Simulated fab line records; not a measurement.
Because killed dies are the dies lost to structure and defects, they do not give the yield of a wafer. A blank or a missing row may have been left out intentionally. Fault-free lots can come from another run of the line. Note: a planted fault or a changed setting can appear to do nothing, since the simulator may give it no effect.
Chamber matching -- flow nand_harc -- NHARC_A_STAIRCASE_ETCH_17 on rie_diel-07: 4 sister chambers
The step etches the open film in C4F8/O2, target depth 100 nm, time 40.5 s. 14 wafers are shown with their chamber, then 7 later ones without.

EACH WAFER AND ITS CHAMBER
wafer,chamber,rf_vpp_V (V),run_length_s (s),oes_product_au (a.u.)
L282.1,1,892,61.1,0.949
L282.3,0,893,61.3,0.934
L282.6,3,904,61.2,0.950
L284.1,0,892,61.3,0.934
L284.3,1,893,61.6,0.926
L284.6,3,905,61.1,0.943
L283.3,3,905,61.0,0.934
L283.4,0,893,61.4,0.934
L283.5,3,904,61.0,0.933
L299.3,0,892,61.2,0.943
L299.4,2,901,62.2,0.928
L299.5,2,901,61.6,0.940
L300.2,2,901,61.7,0.955
L300.3,0,892,61.1,0.952

SIGNATURES, as means of the wafers listed above
reading,chamber 0,chamber 1,chamber 2,chamber 3,scatter within a chamber
rf_vpp_V,892.40,892.50,901.00,904.50,0.52
run_length_s,61.260,61.350,61.833,61.075,0.203
oes_product_au,0.93940,0.93750,0.94100,0.94000,0.0104
Rule: a wafer lies at a distance from a chamber equal to the root of the sum of squares, over the readings, of (its reading less the chamber's mean, divided by the reading's scatter). The wafer belongs to the nearest chamber; if the next one is less than 2 further off, it can't be placed. The scatter is the square root of a quotient: the sum, over the shown wafers, of each reading's squared deviation from its chamber's mean, divided by wafers minus chambers.

WAFERS MISSING THEIR CHAMBER
wafer,rf_vpp_V (V),run_length_s (s),oes_product_au (a.u.)
L300.5,901,61.8,0.945
L304.3,903,60.9,0.946
L304.5,893,61.4,0.938
L304.6,892,60.7,0.937
L305.1,901,62.0,0.944
L305.2,891,61.5,0.933
L305.6,891,61.4,0.945

CHAMBER TAKEN BY EACH
wafer,from the rows above,in truth
L300.5,2,2
L304.3,3,3
L304.5,can't be placed: 1 or 0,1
L304.6,can't be placed: 0 or 1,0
L305.1,2,2
L305.2,can't be placed: 0 or 1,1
L305.6,can't be placed: 0 or 1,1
Placed correctly: 3 of 7. Not placeable from these rows: 4 (in 4, the candidates include the true chamber). 0 placed wrongly.
